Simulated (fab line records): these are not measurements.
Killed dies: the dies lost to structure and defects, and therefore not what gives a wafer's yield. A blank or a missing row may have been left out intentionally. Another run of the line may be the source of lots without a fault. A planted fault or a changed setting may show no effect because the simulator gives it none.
The tool behind it: which one?	flow n5Finfet	24 lots with 72 wafers sampled at 6 steps, on a route of 1938 steps

WHAT THE GAUGES READ, wafer by wafer
N5_BEOL_M9_CD_MEAS_18: pitch 140 nm, target cd 70 nm. Usual: 70.3 nm for cdNm, sd 0.63.
lot	measured	on	cdNm (nm)	flag
L074	day 9 11:16	cdSem-03	70.7 72.2 71.1	
L075	day 9 16:29	cdSem-01	70.4 69.9 70.9	
L076	day 9 22:17	cdSem-02	68.9 70.0 69.8	
L078	day 10 03:29	cdSem-01	70.0 70.4 71.2	
L077	day 10 02:59	cdSem-03	70.2 70.2 70.3	
L079	day 10 12:58	cdSem-01	70.4 69.5 69.8	
L080	day 10 20:32	cdSem-03	70.4 70.9 71.4	
L081	day 11 12:41	cdSem-01	69.8 68.8 69.0	
L082	day 11 22:58	cdSem-01	70.5 69.6 69.6	
L083	day 12 09:05	cdSem-01	70.6 70.3 71.4	
L084	day 12 17:23	cdSem-01	70.6 70.3 70.3	
L085	day 12 17:47	cdSem-03	70.1 71.3 70.0	
L086	day 12 20:25	cdSem-03	70.7 68.9 69.8	
L088	day 12 22:34	cdSem-02	71.2 69.6 70.4	
L087	day 13 05:28	cdSem-03	71.4 70.8 70.8	
L089	day 13 05:55	cdSem-01	70.7 70.2 70.1	
L090	day 13 10:33	cdSem-01	70.3 70.9 70.7	
L091	day 14 12:10	cdSem-01	70.3 70.9 69.9	
L094	day 14 12:23	cdSem-02	71.3 70.1 68.7	
L092	day 14 15:09	cdSem-01	70.3 69.5 70.6	
L093	day 14 18:33	cdSem-01	70.2 70.0 70.2	
L096	day 15 08:49	cdSem-01	70.6 71.1 70.7	
L095	day 15 08:59	cdSem-03	71.0 69.7 70.8	
L097	day 15 12:29	cdSem-03	70.7 70.9 70.8	

N5_BEOL_M9_INSPECT_58: inspects for defects (darkfield). Usual: 78 for rawDefectCount, sd 29.
lot	measured	on	rawDefectCount	flag
L074	day 9 18:01	defectInspect-01	43 39 85	
L075	day 9 22:06	defectInspect-02	102 160 118	
L076	day 10 01:58	defectInspect-02	79 57 93	
L078	day 10 09:08	defectInspect-01	54 76 101	
L077	day 10 08:25	defectInspect-01	120 208 84	
L079	day 10 17:10	defectInspect-02	68 50 74	
L080	day 11 00:32	defectInspect-02	119 82 70	
L081	day 11 19:42	defectInspect-01	99 66 48	
L082	day 12 04:55	defectInspect-01	76 92 98	
L083	day 12 13:25	defectInspect-02	79 66 46	
L084	day 12 22:32	defectInspect-02	35 51 56	
L085	day 12 23:24	defectInspect-02	104 99 90	
L086	day 13 01:40	defectInspect-01	107 72 61	
L088	day 13 02:01	defectInspect-02	46 109 55	
L087	day 13 13:10	defectInspect-01	47 46 70	
L089	day 13 12:41	defectInspect-01	44 37 42	
L090	day 13 15:32	defectInspect-02	50 51 75	
L091	day 14 17:34	defectInspect-02	105 91 138	
L094	day 14 16:04	defectInspect-01	116 111 141	
L092	day 14 20:23	defectInspect-01	78 82 111	
L093	day 14 21:46	defectInspect-01	72 65 93	
L096	day 15 15:26	defectInspect-01	58 98 53	
L095	day 15 15:42	defectInspect-01	64 35 94	
L097	day 15 17:50	defectInspect-01	69 67 51	

TOOL THAT RAN EACH LOT (tool first, then ch and the chambers of the sampled wafers, then the start)
lot	N5_BEOL_M9_CURE_71	N5_BEOL_M9_HM_DEP_02	N5_BEOL_M9_ETCH_61	N5_BEOL_M9_DESCUM_33
L074	uvCure-02 ch 2, day 9 08:55	pvdSputter-02, day 9 10:20	rieDiel-05 ch 0,1,3, day 9 10:49	rieDiel-06 ch 0,1,3, day 9 14:49
L075	uvCure-01 ch 1, day 9 13:01	pvdSputter-02, day 9 15:27	rieDiel-05 ch 0,2,3, day 9 16:04	rieDiel-06 ch 1,3, day 9 18:32
L076	uvCure-02 ch 2, day 9 19:41	pvdSputter-01, day 9 21:14	rieDiel-02 ch 0,3, day 9 21:52	rieDiel-06 ch 1,3, day 9 22:43
L078	uvCure-01 ch 1, day 9 23:53	pvdSputter-03, day 10 02:13	rieDiel-02 ch 1,2,3, day 10 03:01	rieDiel-02 ch 0,1,2, day 10 05:28
L077	uvCure-02 ch 0, day 10 00:10	pvdSputter-02, day 10 01:54	rieDiel-02 ch 1,2,3, day 10 02:31	rieDiel-02 ch 1,2,3, day 10 04:56
L079	uvCure-03 ch 2, day 10 08:43	pvdSputter-01, day 10 11:53	rieDiel-06 ch 1,3, day 10 12:32	rieDiel-05 ch 2,3, day 10 13:32
L080	uvCure-02 ch 2, day 10 17:41	pvdSputter-01, day 10 19:37	rieDiel-05 ch 0,1,3, day 10 20:07	rieDiel-02 ch 1,2,3, day 10 21:05
L081	uvCure-02 ch 2, day 11 07:56	pvdSputter-01, day 11 11:38	rieDiel-05 ch 1,2,3, day 11 12:16	rieDiel-06 ch 0,1,3, day 11 16:54
L082	uvCure-03 ch 2, day 11 19:38	pvdSputter-03, day 11 21:46	rieDiel-05 ch 0,1,3, day 11 22:31	rieDiel-05 ch 0,2,3, day 11 23:25
L083	uvCure-01 ch 1, day 12 06:17	pvdSputter-01, day 12 08:01	rieDiel-05 ch 1,2,3, day 12 08:40	rieDiel-02 ch 1,2,3, day 12 10:31
L084	uvCure-03 ch 0, day 12 15:30	pvdSputter-03, day 12 16:27	rieDiel-02 ch 0,1,2, day 12 16:56	rieDiel-05 ch 2,3, day 12 18:31
L085	uvCure-01 ch 1, day 12 15:53	pvdSputter-01, day 12 16:33	rieDiel-06 ch 1,3, day 12 17:22	rieDiel-06 ch 0,2,3, day 12 18:42
L086	uvCure-01 ch 2, day 12 17:19	pvdSputter-03, day 12 19:19	rieDiel-05 ch 1,2,3, day 12 19:56	rieDiel-05 ch 0,1,3, day 12 21:10
L088	uvCure-01 ch 2, day 12 20:56	pvdSputter-02, day 12 21:32	rieDiel-02 ch 1,2, day 12 22:10	rieDiel-02 ch 2,3, day 12 23:19
L087	uvCure-03 ch 0, day 13 02:38	pvdSputter-02, day 13 04:32	rieDiel-02 ch 0,2, day 13 05:02	rieDiel-05 ch 0,1,3, day 13 08:40
L089	uvCure-01 ch 0, day 13 02:56	pvdSputter-01, day 13 04:53	rieDiel-05 ch 1,2, day 13 05:30	rieDiel-06 ch 0,1, day 13 08:56
L090	uvCure-03 ch 2, day 13 06:38	pvdSputter-02, day 13 09:31	rieDiel-02 ch 1,2, day 13 10:08	rieDiel-02 ch 1,2,3, day 13 12:44
L091	uvCure-02 ch 0, day 14 06:37	pvdSputter-02, day 14 11:05	rieDiel-02 ch 0,1,3, day 14 11:43	rieDiel-05 ch 1,2,3, day 14 13:19
L094	uvCure-01 ch 2, day 14 08:20	pvdSputter-02, day 14 11:23	rieDiel-02 ch 0,1, day 14 11:58	rieDiel-02 ch 0,1, day 14 13:16
L092	uvCure-02 ch 2, day 14 12:23	pvdSputter-01, day 14 13:58	rieDiel-02 ch 0,2, day 14 14:44	rieDiel-02 ch 1,2,3, day 14 16:50
L093	uvCure-02 ch 0, day 14 14:47	pvdSputter-02, day 14 16:47	rieDiel-02 ch 0,1,2, day 14 17:58	rieDiel-02 ch 0,1, day 14 19:08
L096	uvCure-03 ch 2, day 15 05:37	pvdSputter-02, day 15 07:39	rieDiel-02 ch 1,2,3, day 15 08:24	rieDiel-06 ch 1,2,3, day 15 11:25
L095	uvCure-03 ch 0, day 15 06:06	pvdSputter-02, day 15 07:56	rieDiel-05 ch 1,2, day 15 08:35	rieDiel-05 ch 0,1,3, day 15 11:58
L097	uvCure-03 ch 2, day 15 08:56	pvdSputter-01, day 15 11:32	rieDiel-06 ch 0,1,3, day 15 12:04	rieDiel-06 ch 1,2, day 15 13:31
- N5_BEOL_M9_CURE_71: cures SiCOH lowk, time 240 s.
- N5_BEOL_M9_HM_DEP_02: deposits TiN, target thk 20 nm.
- N5_BEOL_M9_ETCH_61: etches SiARC in CF4, target depth 39 nm, time 65 s.
- N5_BEOL_M9_DESCUM_33: chemistry O2, time 7 s.

AS READ BY THE TOOLS THEMSELVES (means over the sampled wafers that have a number; for cases with no such wafer, the mark the record gives instead)
N5_BEOL_M9_CURE_71. Usual: lampPowerPct 52.31 %, standard deviation 0.054; wafer_temp_C_max 387.0, standard deviation 0.6.
lot	tool	lampPowerPct (%)	wafer_temp_C_max	flag
L074	uvCure-02	52.27	387.1	
L075	uvCure-01	52.32	387.0	
L076	uvCure-02	52.28	386.9	
L078	uvCure-01	52.26	386.9	
L077	uvCure-02	52.28	386.6	
L079	uvCure-03	52.35	386.9	
L080	uvCure-02	52.29	387.0	
L081	uvCure-02	52.37	386.9	
L082	uvCure-03	52.34	387.5	
L083	uvCure-01	52.32	387.0	
L084	uvCure-03	52.34	387.5	
L085	uvCure-01	52.29	386.7	
L086	uvCure-01	52.27	386.9	
L088	uvCure-01	52.29	386.5	
L087	uvCure-03	52.36	387.9	
L089	uvCure-01	52.32	387.8	
L090	uvCure-03	52.23	386.6	
L091	uvCure-02	52.31	386.2	
L094	uvCure-01	52.32	386.7	
L092	uvCure-02	52.33	386.7	
L093	uvCure-02	52.29	386.5	
L096	uvCure-03	52.33	387.2	
L095	uvCure-03	52.31	387.8	
L097	uvCure-03	52.28	387.3	

N5_BEOL_M9_HM_DEP_02. Usual: susceptorTempC 24.99 C, standard deviation 0.11; throttleValvePct 30.2 %, standard deviation 1.3.
lot	tool	susceptorTempC (C)	throttleValvePct (%)	flag
L074	pvdSputter-02	24.94	30.8	
L075	pvdSputter-02	24.94	30.0	
L076	pvdSputter-01	24.99	31.0	
L078	pvdSputter-03	25.00	30.2	
L077	pvdSputter-02	25.06	29.8	
L079	pvdSputter-01	25.03	29.3	
L080	pvdSputter-01	24.99	30.1	
L081	pvdSputter-01	25.03	30.5	
L082	pvdSputter-03	24.99	30.8	
L083	pvdSputter-01	25.09	30.9	
L084	pvdSputter-03	25.09	30.0	
L085	pvdSputter-01	25.06	30.2	
L086	pvdSputter-03	24.88	30.3	
L088	pvdSputter-02	24.92	30.2	
L087	pvdSputter-02	24.94	29.8	
L089	pvdSputter-01	24.84	29.8	
L090	pvdSputter-02	25.03	30.7	
L091	pvdSputter-02	25.02	30.8	
L094	pvdSputter-02	24.98	29.6	
L092	pvdSputter-01	24.96	30.7	
L093	pvdSputter-02	25.03	29.5	
L096	pvdSputter-02	24.93	29.8	
L095	pvdSputter-02	24.89	30.0	
L097	pvdSputter-01	25.02	30.4	

N5_BEOL_M9_ETCH_61. Usual: chamberPressureMTorr 40.00 mTorr (standard deviation 0.04); drypumpMotorCurrentA 5.5 A (standard deviation 0.44); etchRfOnTimeS 64.8 s (standard deviation 1.5); oesProductAu 0.67 a.u. (standard deviation 0.081); rfVppV 184.8 V (standard deviation 1.2); showerheadPlenumPTorr 2.20 Torr (standard deviation 0.07); throttleValvePct 15.71 % (standard deviation 0.25).
lot	tool	chamberPressureMTorr (mTorr)	drypumpMotorCurrentA (A)	etchRfOnTimeS (s)	oesProductAu (a.u.)	rfVppV (V)	showerheadPlenumPTorr (Torr)	throttleValvePct (%)	flag
L074	rieDiel-05	39.99	5.8	64.6	0.65	184.1	2.14	15.63	
L075	rieDiel-05	40.01	5.6	64.4	0.62	184.5	2.15	15.78	
L076	rieDiel-02	40.00	5.4	65.2	0.63	185.0	2.22	15.91	
L078	rieDiel-02	40.01	5.4	64.1	0.75	185.2	2.25	15.58	
L077	rieDiel-02	39.97	5.4	63.6	0.76	185.1	2.25	15.58	
L079	rieDiel-06	40.03	6.5	66.6	0.65	184.6	2.23	15.44	
L080	rieDiel-05	40.00	5.8	65.1	0.65	183.7	2.14	15.66	
L081	rieDiel-05	39.98	5.4	66.0	0.64	184.6	2.19	15.70	
L082	rieDiel-05	40.02	5.8	64.1	0.64	184.4	2.13	15.66	
L083	rieDiel-05	40.04	5.4	66.2	0.64	184.6	2.19	15.71	
L084	rieDiel-02	40.01	5.3	64.9	0.72	185.4	2.25	15.67	
L085	rieDiel-06	39.99	6.5	66.8	0.64	185.3	2.22	15.47	
L086	rieDiel-05	39.99	5.4	65.8	0.63	184.9	2.19	15.72	
L088	rieDiel-02	39.98	5.2	64.7	0.77	186.1	2.27	15.42	
L087	rieDiel-02	40.01	5.1	65.3	0.71	186.2	2.26	15.56	
L089	rieDiel-05	39.97	5.5	66.9	0.66	184.2	2.17	15.76	
L090	rieDiel-02	40.00	5.4	63.9	0.78	186.2	2.26	15.55	
L091	rieDiel-02	40.00	5.4	64.6	0.67	185.8	2.22	15.88	
L094	rieDiel-02	40.04	5.5	63.9	0.72	185.6	2.23	15.80	
L092	rieDiel-02	40.03	5.1	65.8	0.69	184.9	2.25	15.58	
L093	rieDiel-02	39.99	5.3	64.4	0.71	185.2	2.24	15.69	
L096	rieDiel-02	40.00	5.4	64.5	0.70	185.4	2.24	15.65	
L095	rieDiel-05	39.96	5.4	65.7	0.64	183.5	2.16	15.79	
L097	rieDiel-06	40.03	6.1	65.9	0.63	184.0	2.16	15.56	

N5_BEOL_M9_DESCUM_33. Usual: chamberPressureMTorr 19.999 mTorr, standard deviation 0.019; drypumpMotorCurrentA 5.6 A, standard deviation 0.53; oesProductAu 0.79 a.u., standard deviation 0.092; rfVppV 244.0 V, standard deviation 1.4; showerheadPlenumPTorr 2.14 Torr, standard deviation 0.079; throttleValvePct 20.46 %, standard deviation 0.28.
lot	tool	chamberPressureMTorr (mTorr)	drypumpMotorCurrentA (A)	oesProductAu (a.u.)	rfVppV (V)	showerheadPlenumPTorr (Torr)	throttleValvePct (%)	flag
L074	rieDiel-06	20.004	6.1	0.78	243.6	2.12	20.22	
L075	rieDiel-06	20.000	6.5	0.78	244.5	2.18	20.19	
L076	rieDiel-06	19.991	6.6	0.83	246.5	2.19	20.08	
L078	rieDiel-02	19.993	5.3	0.88	244.2	2.21	20.50	
L077	rieDiel-02	20.000	5.4	0.88	244.2	2.20	20.40	
L079	rieDiel-05	19.994	5.4	0.71	244.2	2.17	20.45	
L080	rieDiel-02	20.000	5.4	0.88	245.3	2.20	20.40	
L081	rieDiel-06	20.004	6.0	0.76	242.8	2.12	20.24	
L082	rieDiel-05	19.984	5.6	0.70	243.0	2.09	20.55	
L083	rieDiel-02	20.005	5.4	0.86	244.7	2.20	20.41	
L084	rieDiel-05	20.001	5.2	0.70	243.4	2.15	20.63	
L085	rieDiel-06	19.988	5.8	0.77	242.9	2.06	20.34	
L086	rieDiel-05	19.995	5.8	0.74	243.5	2.09	20.48	
L088	rieDiel-02	20.006	5.2	0.85	244.8	2.18	20.19	
L087	rieDiel-05	20.014	5.8	0.74	242.2	2.08	20.50	
L089	rieDiel-06	19.997	6.1	0.79	243.3	2.12	20.16	
L090	rieDiel-02	19.982	5.4	0.86	244.2	2.19	20.43	
L091	rieDiel-05	19.986	5.4	0.74	245.5	2.14	20.57	
L094	rieDiel-02	19.997	5.5	0.84	244.3	2.20	20.77	
L092	rieDiel-02	20.006	5.4	0.83	245.6	2.19	20.44	
L093	rieDiel-02	20.001	5.3	0.76	245.0	2.19	20.84	
L096	rieDiel-06	20.002	6.3	0.79	244.2	2.13	20.24	
L095	rieDiel-05	20.011	5.8	0.81	244.6	2.17	20.39	
L097	rieDiel-06	19.984	6.4	0.83	244.7	2.14	20.15	

THE ANSWER, worked out from the rows above alone
Rule: lot off if the mean of its wafers having a number is beyond 3 standard deviations from the usual mean. A lot without any number at a reading at which 4 lots or more have one is off too. Any other lot the step has rows for is counted as sound. First the gauges in route order, then the tools' own readings, where a lot's mean is used as printed above. At the first step where some lot is off, the reading lying furthest off is the one used; lots without a number count as furthest.
None of the lots is off at any reading shown; this tells nothing.

WHAT WAS PUT IN BY THE SIMULATOR
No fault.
